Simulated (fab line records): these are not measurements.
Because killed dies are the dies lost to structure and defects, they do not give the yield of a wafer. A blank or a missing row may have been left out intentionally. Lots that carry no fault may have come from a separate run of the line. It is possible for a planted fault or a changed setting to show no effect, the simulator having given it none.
Chamber matching | flow n5 finfet | N5_BEOL_M2_ETCH_77 on rie diel-01 has 4 sister chambers
The step etches underlayer in N2/H2, target depth 6.5 nm, time 5.2 s. 4 wafers are shown with their chamber, then 8 later ones without.

## WAFERS PAIRED WITH THEIR CHAMBERS
wafer  | chamber | drypump motor current A (A)
L091.4 | 1       | 5.8
L093.2 | 2       | 5.1
L093.4 | 0       | 5.6
L094.3 | 3       | 6.6

## WAFERS WITHOUT THEIR CHAMBER
wafer  | drypump motor current A (A)
L094.4 | 5.6
L094.5 | 5.6
L096.1 | 6.4
L096.3 | 5.8
L096.4 | 5.1
L097.1 | 5.8
L097.3 | 5.6
L097.6 | 5.8

## EACH ONE'S CHAMBER
wafer  | from the rows above | in truth
L094.4 | 0                   | 0
L094.5 | 0                   | 0
L096.1 | 3                   | 3
L096.3 | 1                   | 1
L096.4 | 2                   | 2
L097.1 | 1                   | 1
L097.3 | 0                   | 0
L097.6 | 1                   | 1
8 of 8 placed correctly. Can't be placed from these rows: 0. 0 placed wrongly.
How it was worked out, from the rows above alone: a wafer's distance from a chamber is the root of the sum, over the readings, of the square of ((its reading less the chamber's mean) divided by the reading's scatter). The wafer belongs to the nearest chamber; if the next one is less than 2 further off, it can't be placed. For every chamber, the mean is computed from those of its wafers that are shown. The scatter: root of mean squared gap, hidden wafer to nearest shown wafer, with one shown wafer a chamber.
